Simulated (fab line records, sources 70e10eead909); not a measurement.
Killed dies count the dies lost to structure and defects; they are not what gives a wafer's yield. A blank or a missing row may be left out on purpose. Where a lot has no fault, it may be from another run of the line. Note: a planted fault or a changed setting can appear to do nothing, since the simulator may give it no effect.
fab line records + flow nandHarc
record
- lots=9
- wafers=27
- lastDay=33
route steps=1302 shown A_CHANNEL_HOLE_D1@460 END@1301
lots with no fault: from the same line, run without faults
startH: the number of hours between the record's first day and the start of the first shown wafer of the lot + waitH: hours since the lot's step before + " repeats the value in the row above + L1.1+2: a row that stands for several wafers + - value missing, or start not given + * or withheld: withheld + < > ~ a bound
route shown NAME@n: a module of which the file shows steps, and the number in the route of the first + usual: the fault-free wafers' mean and standard deviation + same: alike in all rows + chamber/n: place in a boat + sites: each site's reading + _std_site: how widely they spread, as a standard deviation + _edge_site: outer sites' mean less inner sites' + radiusMm: for every site, how far away it sits from the centre of the wafer + mask NAME#n: copy n + behind: tool/chamber where the wafer was last shaped + hold: what put the lot on hold/how long, in hours/how the hold closed + device: the transistor (n, p or np) that didn't switch + end of line: tests run on the same wafers once the route is complete + a step with no rows: only its recipe + killed: dies that structure and defects cost at the first sort, which is not the same as the wafer's yield + map: the dies of a wafer, with x for killed, . for not killed, _ for no die there
set.NAME: the setting the step ran with; set.NAME@STEP: the setting that earlier step ran with + model.NAME: the simulator's own value behind a step, which no gauge read
route steps across a sampled set of lots; one table per step, one row per wafer
services: from which hour (startH, from the record's first day; less than 0 if before it) a tool's chamber was out of use, for how many hours, and why
## steps
# step NHARC_A_CHANNEL_HOLE_D1_PEB_08
# recipe
- pebTempC=100
- pebTimeS=65
| lot.wafer  | tool          | chamber | startH | waitH |
|------------|---------------|---------|--------|-------|
| L328.2+4+6 | lithoTrack-04 | 0       | 210.22 | 0.1   |
| L330.1+2+3 | lithoTrack-01 | 0       | 233.91 | 0.1   |
| L334.1+2+6 | lithoTrack-04 | 0       | 265.39 | 0.1   |
| L335.2+3+6 | lithoTrack-01 | 0       | 283.49 | 0.1   |
| L339.2+4+5 | lithoTrack-01 | 0       | 328.92 | 0.1   |
| L346.1+2+5 | lithoTrack-04 | 0       | 386.26 | 0.1   |
| L345.1+3+6 | lithoTrack-06 | 0       | 387.12 | 0.1   |
| L347.1+2+5 | lithoTrack-06 | 0       | 398.52 | 0.1   |
| L348.2+3+4 | lithoTrack-01 | 0       | 407.45 | 0.1   |
# step NHARC_A_CHANNEL_HOLE_D1_CD_MEAS_10
# recipe
- targetCdNm=100
- landingEnergyEv=500
# usual
- cdNm=100.0/0.44
| lot.wafer | tool     | chamber | startH | waitH | cdNm  |
|-----------|----------|---------|--------|-------|-------|
| L328.2    | cdSem-01 | 0       | 210.30 | -     | 98.9  |
| L328.4    | "        | 0       | "      | "     | 99.7  |
| L328.6    | "        | 0       | "      | "     | 100.2 |
| L330.1    | cdSem-02 | 0       | 233.99 | -     | 100.1 |
| L330.2    | "        | 0       | "      | "     | 100.4 |
| L330.3    | "        | 0       | "      | "     | 100.7 |
| L334.1    | cdSem-02 | 0       | 265.47 | -     | 99.9  |
| L334.2    | "        | 0       | "      | "     | 99.4  |
| L334.6    | "        | 0       | "      | "     | 99.6  |
| L335.2    | cdSem-03 | 0       | 283.57 | -     | 100.2 |
| L335.3    | "        | 0       | "      | "     | 100.3 |
| L335.6    | "        | 0       | "      | "     | 100.0 |
| L339.2    | cdSem-03 | 0       | 329.00 | -     | 100.3 |
| L339.4    | "        | 0       | "      | "     | 107.0 |
| L339.5    | "        | 0       | "      | "     | 99.6  |
| L346.1    | cdSem-03 | 0       | 386.34 | -     | 100.6 |
| L346.2    | "        | 0       | "      | "     | 100.2 |
| L346.5    | "        | 0       | "      | "     | 100.5 |
| L345.1    | cdSem-03 | 0       | 387.20 | -     | 100.7 |
| L345.3    | "        | 0       | "      | "     | 99.9  |
| L345.6    | "        | 0       | "      | "     | 100.5 |
| L347.1    | cdSem-01 | 0       | 398.60 | -     | 99.9  |
| L347.2    | "        | 0       | "      | "     | 100.3 |
| L347.5    | "        | 0       | "      | "     | 100.2 |
| L348.2    | cdSem-02 | 0       | 407.53 | -     | 100.7 |
| L348.3    | "        | 0       | "      | "     | 100.2 |
| L348.4    | "        | 0       | "      | "     | 100.6 |
# step NHARC_A_CHANNEL_HOLE_D1_INSPECT_12
# usual
- rawDefectCount=6.1/2.9
| lot.wafer | tool             | chamber | startH | waitH | rawDefectCount |
|-----------|------------------|---------|--------|-------|----------------|
| L328.2    | defectInspect-02 | -       | 210.43 | 0.0   | 8              |
| L328.4    | "                | -       | "      | "     | 4              |
| L328.6    | "                | -       | "      | "     | 6              |
| L330.1    | defectInspect-02 | -       | 234.11 | 0.0   | 3              |
| L330.2    | "                | -       | "      | "     | 7              |
| L330.3    | "                | -       | "      | "     | 7              |
| L334.1    | defectInspect-02 | -       | 265.60 | 0.0   | 5              |
| L334.2    | "                | -       | "      | "     | 6              |
| L334.6    | "                | -       | "      | "     | 5              |
| L335.2    | defectInspect-01 | -       | 283.69 | 0.0   | 4              |
| L335.3    | "                | -       | "      | "     | 2              |
| L335.6    | "                | -       | "      | "     | 3              |
| L339.2    | defectInspect-01 | -       | 329.12 | 0.0   | 5              |
| L339.4    | "                | -       | "      | "     | 7              |
| L339.5    | "                | -       | "      | "     | 4              |
| L346.1    | defectInspect-02 | -       | 386.46 | 0.0   | 6              |
| L346.2    | "                | -       | "      | "     | 10             |
| L346.5    | "                | -       | "      | "     | 7              |
| L345.1    | defectInspect-02 | -       | 387.32 | 0.0   | 3              |
| L345.3    | "                | -       | "      | "     | 6              |
| L345.6    | "                | -       | "      | "     | 4              |
| L347.1    | defectInspect-02 | -       | 398.72 | 0.0   | 3              |
| L347.2    | "                | -       | "      | "     | 4              |
| L347.5    | "                | -       | "      | "     | 5              |
| L348.2    | defectInspect-02 | -       | 407.65 | 0.0   | 5              |
| L348.3    | "                | -       | "      | "     | 8              |
| L348.4    | "                | -       | "      | "     | 2              |
# step NHARC_A_CHANNEL_HOLE_D1_ETCH_16
# recipe
- targetDepthA=31000
- overEtchFrac=0.3
- timeS=806
- ionEnergyEv=150
- o2FlowSccm=400
- cosFlowSccm=20
- arFlowSccm=0
- rfW=500
- biasW=300
- chemistry=O2/COS
# usual
- biasW=300.1/0.81
- drypumpMotorCurrentA=5.7/0.46
- oesProductAu=0.998/0.0077
- rfVppV=313.6/2.2
- showerheadPlenumPTorr=3.09/0.14
- throttleValvePct=28.330/0.0088
| lot.wafer | tool       | chamber | startH | waitH | biasW | drypumpMotorCurrentA | oesProductAu | rfHoursCounterH | rfVppV | showerheadPlenumPTorr | throttleValvePct |
|-----------|------------|---------|--------|-------|-------|----------------------|--------------|-----------------|--------|-----------------------|------------------|
| L328.2    | rieDiel-09 | 3       | -      | -     | 299.2 | 5.6                  | 1.016        | 17              | 312.5  | 2.90                  | 28.325           |
| L328.4    | "          | 1       | "      | "     | 299.9 | 5.9                  | 1.006        | 16              | 315.8  | 3.27                  | 28.337           |
| L328.6    | "          | 2       | "      | "     | 300.8 | 6.0                  | 1.007        | -               | 311.2  | 2.97                  | 28.322           |
| L330.2    | rieDiel-03 | 1       | -      | -     | 298.9 | 6.0                  | 0.987        | 9               | 314.1  | 3.03                  | 28.325           |
| L330.1    | "          | 2       | "      | "     | 300.3 | 5.9                  | 0.993        | 9               | 314.6  | 3.18                  | 28.327           |
| L330.3    | "          | 3       | "      | "     | 300.2 | 4.8                  | 0.991        | 7               | 312.6  | 3.00                  | 28.325           |
| L334.2    | rieDiel-03 | 3       | -      | -     | 299.9 | 4.8                  | 1.003        | 11              | 313.1  | 3.00                  | 28.342           |
| L334.1    | "          | 0       | "      | "     | 299.3 | 5.7                  | 0.983        | 12              | 316.8  | 3.31                  | 28.319           |
| L334.6    | "          | 2       | "      | "     | 300.3 | 5.9                  | 1.002        | -               | 315.0  | 3.18                  | 28.348           |
| L335.2    | rieDiel-01 | 3       | -      | -     | 300.3 | 6.8                  | 1.000        | 22              | 312.4  | 2.91                  | 28.326           |
| L335.3    | "          | 0       | "      | "     | 299.9 | 5.4                  | 0.990        | 21              | 313.6  | 3.05                  | 28.334           |
| L335.6    | "          | 1       | "      | "     | 299.8 | 5.9                  | 0.985        | -               | 311.6  | 3.02                  | 28.327           |
| L339.2    | rieDiel-09 | 0       | -      | -     | 299.2 | 5.8                  | 0.995        | 0               | 311.9  | 2.91                  | 28.338           |
| L339.4    | "          | 1       | "      | "     | 300.1 | 5.9                  | 1.012        | 0               | 316.8  | 3.26                  | 28.328           |
| L339.5    | "          | 0       | "      | "     | 300.9 | 5.9                  | 0.994        | -               | 311.2  | 2.90                  | 28.346           |
| L346.2    | rieDiel-03 | 2       | -      | -     | 300.3 | 5.9                  | 0.988        | 7               | 314.5  | 3.18                  | 28.328           |
| L346.1    | "          | 0       | "      | "     | 299.0 | 5.7                  | 1.006        | 7               | 316.1  | 3.31                  | 28.330           |
| L346.5    | "          | 2       | "      | "     | 298.6 | 5.9                  | 1.004        | -               | 315.2  | 3.18                  | 28.336           |
| L345.3    | rieDiel-03 | 2       | -      | -     | 301.0 | 5.9                  | 0.986        | 8               | 314.6  | 3.18                  | 28.318           |
| L345.1    | "          | 0       | "      | "     | 299.2 | 5.7                  | 0.998        | 7               | 315.7  | 3.31                  | 28.320           |
| L345.6    | "          | 3       | "      | "     | 299.9 | 4.8                  | 1.005        | -               | 312.1  | 3.00                  | 28.339           |
| L347.1    | rieDiel-03 | 2       | -      | -     | 300.0 | 5.9                  | 0.994        | 9               | 314.2  | 3.18                  | 28.323           |
| L347.2    | "          | 3       | "      | "     | 300.1 | 4.8                  | 0.998        | 9               | 312.9  | 3.00                  | 28.327           |
| L347.5    | "          | 1       | "      | "     | 299.0 | 6.0                  | 0.996        | -               | 312.4  | 3.03                  | 28.324           |
| L348.3    | rieDiel-03 | 1       | -      | -     | 300.8 | 6.0                  | 0.997        | 9               | 311.1  | 3.03                  | 28.320           |
| L348.4    | "          | 2       | "      | "     | 299.8 | 5.9                  | 1.007        | 10              | 315.1  | 3.18                  | 28.331           |
| L348.2    | "          | 0       | "      | "     | 302.0 | 5.7                  | 0.986        | 9               | 316.6  | 3.31                  | 28.321           |
# step NHARC_A_CHANNEL_HOLE_D1_ETCH_23
# recipe
- biasV=5000
- sourceW=withheld
- pressureMtorr=20
- timeS=819
- arFlowSccm=375
- c4f8FlowSccm=89.3
- o2FlowSccm=35.7
- tempC=-20
- targetDepthA=16000
- chemistry=C4F8/O2/Ar
# usual
- drypumpMotorCurrentA=5.9/0.35
- showerheadPlenumPTorr=3.62/0.087
- throttleValvePct=32.155/0.0087
| lot.wafer | tool       | chamber | startH | waitH | drypumpMotorCurrentA | rfHoursCounterH | showerheadPlenumPTorr | throttleValvePct |
|-----------|------------|---------|--------|-------|----------------------|-----------------|-----------------------|------------------|
| L328.2    | harEtch-01 | 0       | 213.49 | 0.5   | 6.4                  | 105             | 3.60                  | 32.152           |
| L328.4    | "          | 1       | "      | "     | 6.1                  | -               | 3.73                  | 32.145           |
| L328.6    | "          | 0       | "      | "     | 6.4                  | -               | 3.60                  | 32.155           |
| L330.2    | harEtch-02 | 1       | 236.79 | 0.5   | 5.7                  | 327             | 3.63                  | 32.146           |
| L330.1    | "          | 0       | "      | "     | 5.5                  | 327             | 3.56                  | 32.157           |
| L330.3    | "          | 0       | "      | "     | 5.5                  | -               | 3.56                  | 32.161           |
| L334.1    | harEtch-01 | 0       | 270.56 | 0.5   | 6.4                  | 136             | 3.59                  | 32.152           |
| L334.2    | "          | 1       | "      | "     | 6.2                  | 136             | 3.71                  | 32.159           |
| L334.6    | "          | 0       | "      | "     | 6.4                  | -               | 3.59                  | 32.162           |
| L335.2    | harEtch-01 | 0       | 286.58 | 0.5   | 6.4                  | 147             | 3.58                  | 32.139           |
| L335.3    | "          | 0       | "      | "     | 6.4                  | -               | 3.58                  | 32.157           |
| L335.6    | "          | 0       | "      | "     | 6.4                  | -               | 3.58                  | 32.171           |
| L339.2    | harEtch-02 | 1       | 331.91 | 0.5   | 5.7                  | 369             | 3.61                  | 32.155           |
| L339.4    | "          | 0       | "      | "     | 5.5                  | -               | 3.53                  | 32.156           |
| L339.5    | "          | 1       | "      | "     | 5.8                  | -               | 3.61                  | 32.147           |
| L346.2    | harEtch-01 | 1       | 390.69 | 0.5   | 6.1                  | 212             | 3.67                  | 32.158           |
| L346.1    | "          | 0       | "      | "     | 6.4                  | 212             | 3.55                  | 32.150           |
| L346.5    | "          | 0       | "      | "     | 6.4                  | -               | 3.55                  | 32.161           |
| L345.1    | harEtch-01 | 1       | 394.90 | 0.5   | 6.1                  | 216             | 3.67                  | 32.165           |
| L345.3    | "          | 1       | "      | "     | 6.1                  | -               | 3.67                  | 32.157           |
| L345.6    | "          | 1       | "      | "     | 6.1                  | -               | 3.67                  | 32.164           |
| L347.1    | harEtch-02 | 1       | 401.39 | 0.5   | 5.7                  | 1               | 3.93                  | 32.155           |
| L347.2    | "          | 0       | "      | "     | 5.5                  | 1               | 3.93                  | 32.157           |
| L347.5    | "          | 1       | "      | "     | 5.8                  | -               | 3.93                  | 32.154           |
| L348.2    | harEtch-01 | 1       | 410.44 | 0.5   | 6.1                  | 224             | 3.66                  | 32.160           |
| L348.4    | "          | 0       | "      | "     | 6.4                  | -               | 3.54                  | 32.161           |
| L348.3    | "          | 1       | "      | "     | 6.1                  | -               | 3.66                  | 32.145           |
# step NHARC_A_CHANNEL_HOLE_D1_CD_MEAS_30
# usual
- cdNm=90.0/0.84
| lot.wafer | tool     | chamber | startH | waitH | cdNm |
|-----------|----------|---------|--------|-------|------|
| L328.2    | cdSem-03 | -       | 217.56 | -     | 88.4 |
| L328.4    | "        | -       | "      | "     | 89.5 |
| L328.6    | "        | -       | "      | "     | 89.4 |
| L330.1    | cdSem-02 | -       | 243.80 | -     | 90.2 |
| L330.2    | "        | -       | "      | "     | 89.8 |
| L330.3    | "        | -       | "      | "     | 89.2 |
| L334.1    | cdSem-02 | -       | 274.65 | -     | 89.8 |
| L334.2    | "        | -       | "      | "     | 90.5 |
| L334.6    | "        | -       | "      | "     | 90.2 |
| L335.2    | cdSem-03 | -       | 291.43 | -     | 91.3 |
| L335.3    | "        | -       | "      | "     | 90.5 |
| L335.6    | "        | -       | "      | "     | 90.1 |
| L339.2    | cdSem-02 | -       | 335.91 | -     | 90.9 |
| L339.4    | "        | -       | "      | "     | 96.7 |
| L339.5    | "        | -       | "      | "     | 90.2 |
| L346.1    | cdSem-02 | -       | 394.80 | -     | 91.5 |
| L346.2    | "        | -       | "      | "     | 90.7 |
| L346.5    | "        | -       | "      | "     | 91.8 |
| L345.1    | cdSem-01 | -       | 398.96 | -     | 89.9 |
| L345.3    | "        | -       | "      | "     | 88.8 |
| L345.6    | "        | -       | "      | "     | 90.2 |
| L347.1    | cdSem-03 | -       | 405.49 | -     | 90.2 |
| L347.2    | "        | -       | "      | "     | 91.1 |
| L347.5    | "        | -       | "      | "     | 90.1 |
| L348.2    | cdSem-01 | -       | 414.41 | -     | 91.0 |
| L348.3    | "        | -       | "      | "     | 89.9 |
| L348.4    | "        | -       | "      | "     | 90.8 |
# step NHARC_A_CHANNEL_HOLE_D1_XSEM_31
# recipe
- landingEnergyEv=35000
# usual
- botCdNm=74.7/1.1
- bowNm=8.69/0.3
- tiltDeg=0.08/0.044
| lot.wafer | tool    | chamber | startH | waitH | botCdNm | bowNm | tiltDeg |
|-----------|---------|---------|--------|-------|---------|-------|---------|
| L328.2    | xsem-01 | 0       | 217.64 | 0.1   | 73.5    | 8.74  | 0.09    |
| L328.4    | "       | 0       | "      | "     | 75.2    | 8.61  | 0.09    |
| L328.6    | "       | 0       | "      | "     | 74.6    | 8.66  | 0.08    |
| L330.1    | xsem-02 | 0       | 243.89 | 0.1   | 73.8    | 8.75  | 0.09    |
| L330.2    | "       | 0       | "      | "     | 74.4    | 8.81  | 0.09    |
| L330.3    | "       | 0       | "      | "     | 73.4    | 8.68  | 0.08    |
| L334.1    | xsem-01 | 0       | 274.74 | 0.1   | 73.3    | 8.86  | 0.04    |
| L334.2    | "       | 0       | "      | "     | 74.1    | 8.85  | 0.04    |
| L334.6    | "       | 0       | "      | "     | 74.5    | 8.93  | 0.04    |
| L335.2    | xsem-02 | 0       | 291.52 | 0.1   | 76.1    | 8.68  | 0.07    |
| L335.3    | "       | 0       | "      | "     | 75.9    | 8.65  | 0.07    |
| L335.6    | "       | 0       | "      | "     | 75.2    | 8.63  | 0.07    |
| L339.2    | xsem-01 | 0       | 335.99 | 0.1   | 76.4    | 9.01  | 0.07    |
| L339.4    | "       | 0       | "      | "     | 82.3    | 8.97  | 0.07    |
| L339.5    | "       | 0       | "      | "     | 76.0    | 9.00  | 0.07    |
| L346.1    | xsem-01 | 0       | 394.88 | 0.1   | 76.9    | 9.28  | 0.11    |
| L346.2    | "       | 0       | "      | "     | 75.1    | 9.20  | 0.11    |
| L346.5    | "       | 0       | "      | "     | 76.6    | 9.37  | 0.11    |
| L345.1    | xsem-02 | 0       | 399.06 | 0.1   | 74.4    | 8.50  | 0.08    |
| L345.3    | "       | 0       | "      | "     | 73.5    | 8.57  | 0.08    |
| L345.6    | "       | 0       | "      | "     | 74.4    | 8.56  | 0.08    |
| L347.1    | xsem-01 | 0       | 405.57 | 0.1   | 75.3    | 8.94  | 0.06    |
| L347.2    | "       | 0       | "      | "     | 75.4    | 8.89  | 0.07    |
| L347.5    | "       | 0       | "      | "     | 74.7    | 8.91  | 0.07    |
| L348.2    | xsem-02 | 0       | 414.51 | 0.1   | 75.3    | 8.63  | 0.02    |
| L348.3    | "       | 0       | "      | "     | 74.6    | 8.71  | 0.02    |
| L348.4    | "       | 0       | "      | "     | 74.7    | 8.63  | 0.02    |
# step NHARC_END_WLT_00
# usual
- VT_DECK1_BOTTOM=0.874/0.0069
- VT_DECK1_BOTTOM_INNER=0.874/0.0069
- VT_DECK1_MEDIAN_NEAR_BOTTOM=0.875/0.0073
- VT_DECK1_MEDIAN_NEAR_BOTTOM_INNER=0.875/0.0076
- VT_DECK1_MIDDLE=0.888/0.0068
- VT_DECK1_MIDDLE_INNER=0.887/0.0071
- VT_DECK1_TOP=0.899/0.0076
- VT_DECK1_TOP_INNER=0.900/0.0074
- VT_DECK2_BOTTOM=0.874/0.0064
- VT_DECK2_BOTTOM_INNER=0.873/0.0065
- VT_DECK2_MEDIAN_NEAR_BOTTOM=0.875/0.0062
- VT_DECK2_MEDIAN_NEAR_BOTTOM_INNER=0.874/0.0062
- VT_DECK2_MIDDLE=0.887/0.0067
- VT_DECK2_MIDDLE_INNER=0.887/0.0067
- VT_DECK2_TOP=0.899/0.0074
- VT_DECK2_TOP_INNER=0.899/0.0059
| lot.wafer | tool      | chamber | startH | waitH | VT_DECK1_BOTTOM | VT_DECK1_BOTTOM_INNER | VT_DECK1_MEDIAN_NEAR_BOTTOM | VT_DECK1_MEDIAN_NEAR_BOTTOM_INNER | VT_DECK1_MIDDLE | VT_DECK1_MIDDLE_INNER | VT_DECK1_TOP | VT_DECK1_TOP_INNER | VT_DECK2_BOTTOM | VT_DECK2_BOTTOM_INNER | VT_DECK2_MEDIAN_NEAR_BOTTOM | VT_DECK2_MEDIAN_NEAR_BOTTOM_INNER | VT_DECK2_MIDDLE | VT_DECK2_MIDDLE_INNER | VT_DECK2_TOP | VT_DECK2_TOP_INNER |
|-----------|-----------|---------|--------|-------|-----------------|-----------------------|-----------------------------|-----------------------------------|-----------------|-----------------------|--------------|--------------------|-----------------|-----------------------|-----------------------------|-----------------------------------|-----------------|-----------------------|--------------|--------------------|
| L328.2    | prober-02 | -       | 594.39 | 0.6   | 0.870           | 0.877                 | 0.874                       | 0.878                             | 0.888           | 0.887                 | 0.906        | 0.906              | 0.881           | 0.878                 | 0.881                       | 0.871                             | 0.891           | 0.887                 | 0.907        | 0.900              |
| L328.4    | "         | -       | 595.39 | 1.6   | 0.874           | 0.880                 | 0.873                       | 0.887                             | 0.893           | 0.889                 | 0.913        | 0.905              | 0.875           | 0.870                 | 0.875                       | 0.875                             | 0.887           | 0.886                 | 0.903        | 0.896              |
| L328.6    | "         | -       | 596.39 | 2.6   | 0.880           | 0.884                 | 0.875                       | 0.879                             | 0.892           | 0.894                 | 0.918        | 0.903              | 0.874           | 0.875                 | 0.877                       | 0.870                             | 0.883           | 0.889                 | 0.897        | 0.898              |
| L330.1    | prober-01 | -       | 613.23 | 0.0   | 0.866           | 0.866                 | 0.865                       | 0.868                             | 0.881           | 0.876                 | 0.905        | 0.886              | 0.883           | 0.885                 | 0.877                       | 0.873                             | 0.891           | 0.891                 | 0.910        | 0.903              |
| L330.2    | "         | -       | "      | "     | 0.863           | 0.872                 | 0.868                       | 0.865                             | 0.882           | 0.875                 | 0.894        | 0.898              | 0.880           | 0.874                 | 0.879                       | 0.880                             | 0.887           | 0.894                 | 0.898        | 0.912              |
| L330.3    | "         | -       | "      | "     | 0.870           | 0.858                 | 0.866                       | 0.863                             | 0.870           | 0.885                 | 0.890        | 0.886              | 0.884           | 0.875                 | 0.884                       | 0.881                             | 0.899           | 0.891                 | 0.914        | 0.904              |
| L334.1    | prober-02 | -       | 637.60 | 0.1   | 0.872           | 0.871                 | 0.868                       | 0.868                             | 0.887           | 0.883                 | 0.895        | 0.894              | 0.871           | 0.865                 | 0.870                       | 0.868                             | 0.878           | 0.882                 | 0.889        | 0.894              |
| L334.2    | "         | -       | "      | "     | 0.874           | 0.875                 | 0.869                       | 0.879                             | 0.887           | 0.876                 | 0.888        | 0.898              | 0.878           | 0.865                 | 0.873                       | 0.868                             | 0.879           | 0.876                 | 0.892        | 0.891              |
| L334.6    | "         | -       | 640.11 | 2.6   | 0.866           | 0.869                 | 0.877                       | 0.864                             | 0.882           | 0.886                 | 0.896        | 0.899              | 0.869           | 0.863                 | 0.866                       | 0.868                             | 0.878           | 0.877                 | 0.897        | 0.890              |
| L335.2    | prober-02 | -       | 665.10 | 0.6   | 0.876           | 0.879                 | 0.876                       | 0.868                             | 0.876           | 0.881                 | 0.894        | 0.894              | 0.870           | 0.880                 | 0.871                       | 0.879                             | 0.888           | 0.885                 | 0.887        | 0.895              |
| L335.3    | "         | -       | "      | "     | 0.869           | 0.877                 | 0.873                       | 0.872                             | 0.889           | 0.888                 | 0.892        | 0.892              | 0.872           | 0.880                 | 0.870                       | 0.878                             | 0.887           | 0.890                 | 0.907        | 0.895              |
| L335.6    | "         | -       | 667.12 | 2.6   | 0.876           | 0.871                 | 0.874                       | 0.877                             | 0.886           | 0.881                 | 0.895        | 0.898              | 0.872           | 0.876                 | 0.871                       | 0.874                             | 0.888           | 0.888                 | 0.904        | 0.893              |
| L339.2    | prober-01 | -       | 720.20 | 0.5   | 0.885           | 0.879                 | 0.875                       | 0.881                             | 0.890           | 0.885                 | 0.897        | 0.905              | 0.873           | 0.881                 | 0.867                       | 0.873                             | 0.888           | 0.886                 | 0.891        | 0.901              |
| L339.4    | "         | -       | "      | "     | 0.896           | 0.891                 | 0.893                       | 0.897                             | 0.909           | 0.905                 | 0.911        | 0.919              | 0.879           | 0.879                 | 0.878                       | 0.875                             | 0.895           | 0.885                 | 0.899        | 0.902              |
| L339.5    | "         | -       | "      | "     | 0.876           | 0.875                 | 0.873                       | 0.878                             | 0.887           | 0.886                 | 0.899        | 0.906              | 0.872           | 0.874                 | 0.881                       | 0.879                             | 0.891           | 0.883                 | 0.888        | 0.900              |
| L346.1    | prober-01 | -       | 768.54 | 0.0   | 0.886           | 0.883                 | 0.894                       | 0.887                             | 0.902           | 0.895                 | 0.911        | 0.911              | 0.878           | 0.871                 | 0.880                       | 0.871                             | 0.885           | 0.893                 | 0.903        | 0.890              |
| L346.2    | "         | -       | "      | "     | 0.887           | 0.882                 | 0.890                       | 0.891                             | 0.881           | 0.893                 | 0.904        | 0.906              | 0.875           | 0.867                 | 0.871                       | 0.872                             | 0.878           | 0.885                 | 0.894        | 0.890              |
| L346.5    | "         | -       | 770.52 | 2.0   | 0.890           | 0.887                 | 0.890                       | 0.892                             | 0.897           | 0.902                 | 0.915        | 0.913              | 0.872           | 0.870                 | 0.876                       | 0.869                             | 0.881           | 0.890                 | 0.889        | 0.903              |
| L347.1    | prober-02 | -       | 769.80 | 1.3   | 0.870           | 0.872                 | 0.872                       | 0.872                             | 0.886           | 0.895                 | 0.890        | 0.906              | 0.875           | 0.877                 | 0.880                       | 0.876                             | 0.895           | 0.891                 | 0.901        | 0.911              |
| L347.2    | "         | -       | "      | "     | 0.881           | 0.875                 | 0.878                       | 0.880                             | 0.890           | 0.892                 | 0.898        | 0.900              | 0.881           | 0.870                 | 0.879                       | 0.880                             | 0.881           | 0.899                 | 0.907        | 0.904              |
| L347.5    | "         | -       | 771.82 | 3.3   | 0.876           | 0.876                 | 0.879                       | 0.878                             | 0.890           | 0.892                 | 0.900        | 0.901              | 0.866           | 0.871                 | 0.881                       | 0.881                             | 0.893           | 0.890                 | 0.898        | 0.911              |
| L348.2    | prober-01 | -       | 777.33 | 0.5   | 0.874           | 0.878                 | 0.873                       | 0.879                             | 0.890           | 0.890                 | 0.893        | 0.906              | 0.864           | 0.871                 | 0.865                       | 0.866                             | 0.879           | 0.887                 | 0.889        | 0.891              |
| L348.3    | "         | -       | "      | "     | 0.875           | 0.866                 | 0.867                       | 0.866                             | 0.890           | 0.888                 | 0.902        | 0.889              | 0.876           | 0.868                 | 0.866                       | 0.871                             | 0.878           | 0.877                 | 0.893        | 0.903              |
| L348.4    | "         | -       | "      | "     | 0.873           | 0.874                 | 0.872                       | 0.874                             | 0.883           | 0.888                 | 0.902        | 0.889              | 0.860           | 0.856                 | 0.855                       | 0.872                             | 0.874           | 0.879                 | 0.902        | 0.897              |
| L345.1    | prober-02 | -       | 777.64 | 0.9   | 0.881           | 0.877                 | 0.888                       | 0.890                             | 0.899           | 0.891                 | 0.903        | 0.911              | 0.877           | 0.873                 | 0.886                       | 0.872                             | 0.898           | 0.892                 | 0.914        | 0.904              |
| L345.3    | "         | -       | 778.64 | 1.9   | 0.884           | 0.875                 | 0.873                       | 0.874                             | 0.897           | 0.895                 | 0.891        | 0.898              | 0.878           | 0.876                 | 0.874                       | 0.876                             | 0.888           | 0.889                 | 0.900        | 0.899              |
| L345.6    | "         | -       | 780.13 | 3.3   | 0.878           | 0.882                 | 0.886                       | 0.875                             | 0.894           | 0.897                 | 0.912        | 0.911              | 0.872           | 0.878                 | 0.876                       | 0.879                             | 0.886           | 0.897                 | 0.902        | 0.899              |
## services
| tool          | chamber | startH | hours | kind   |
|---------------|---------|--------|-------|--------|
| rieDiel-03    | 0       | 186.82 | -     | clean  |
| rieDiel-03    | 1       | 186.82 | -     | clean  |
| rieDiel-03    | 2       | 186.82 | -     | clean  |
| rieDiel-03    | 3       | 186.82 | -     | clean  |
| rieDiel-01    | -       | 186.97 | 0.3   | repair |
| rieDiel-03    | 3       | 197.84 | 1.9   | repair |
| lithoTrack-04 | -       | 203.00 | 7.0   | pm     |
| rieDiel-01    | -       | 203.93 | 9.0   | pm     |
| rieDiel-03    | 0       | 211.32 | -     | clean  |
| rieDiel-03    | 1       | 211.32 | -     | clean  |
| rieDiel-03    | 2       | 211.32 | -     | clean  |
| rieDiel-01    | 3       | 214.27 | 5.0   | repair |
| rieDiel-03    | -       | 281.30 | 9.0   | pm     |
| rieDiel-09    | 3       | 298.81 | 1.7   | repair |
| rieDiel-09    | -       | 320.12 | 9.0   | pm     |
| lithoTrack-01 | -       | 330.01 | 7.0   | pm     |
| rieDiel-09    | 1       | 344.73 | 7.1   | repair |
| lithoTrack-06 | -       | 354.00 | 7.0   | pm     |
| rieDiel-03    | 1       | 373.46 | 4.3   | repair |
| xsem-01       | -       | 374.00 | 14.0  | pm     |
| lithoTrack-04 | -       | 378.00 | 7.0   | pm     |
| harEtch-02    | -       | 379.51 | 17.0  | pm     |
| rieDiel-01    | -       | 380.93 | 9.0   | pm     |
| rieDiel-09    | 1       | 404.93 | 4.2   | repair |
## key
firstSign
- step=NHARC_A_CHANNEL_HOLE_D1_CD_MEAS_10
- reading=cdNm
- direction=up
- sigmas=16
- usual=100.0
- struck=107.0
effect
- step=NHARC_A_CHANNEL_HOLE_D1_CD_MEAS_30
- reading=cdNm
- direction=up
- sigmas=8
- usual=90.0
- struck=96.7
effect
- step=NHARC_A_CHANNEL_HOLE_D1_XSEM_31
- reading=botCdNm
- direction=up
- sigmas=7.2
- usual=74.7
- struck=82.3
effect
- step=NHARC_END_WLT_00
- reading=VT_DECK1_BOTTOM
- direction=up
- sigmas=3.2
- usual=0.874
- struck=0.896
metAt NHARC_A_CHANNEL_HOLE_D1_PEB_08
struckLots L339
struckWafers L339.4
testerLeftOut L339
notActingAt NHARC_A_CHANNEL_HOLE_D1_INSPECT_12,NHARC_A_CHANNEL_HOLE_D1_ETCH_16,NHARC_A_CHANNEL_HOLE_D1_ETCH_23
onsetBetween 283.49 328.92
fault
- kind=processParameterDrift
- tool=lithoTrack-01
- chamber=-
- onsetH=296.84
- steps=NHARC_A_CHANNEL_HOLE_D1_PEB_08
- channel=pebTimeS
- offset=*
- shape=step
- endH=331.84
- scope=struckWafersOnly
- actsIn=*
- stated=*
# testerLeftOut: of these lots the tester's yield and bins aren't shown, on N5 and GAA mostly nor the transistor test; their killed dies are dies lost to structure and defects alone, not to doping, threshold or leakage, so they don't give the yield
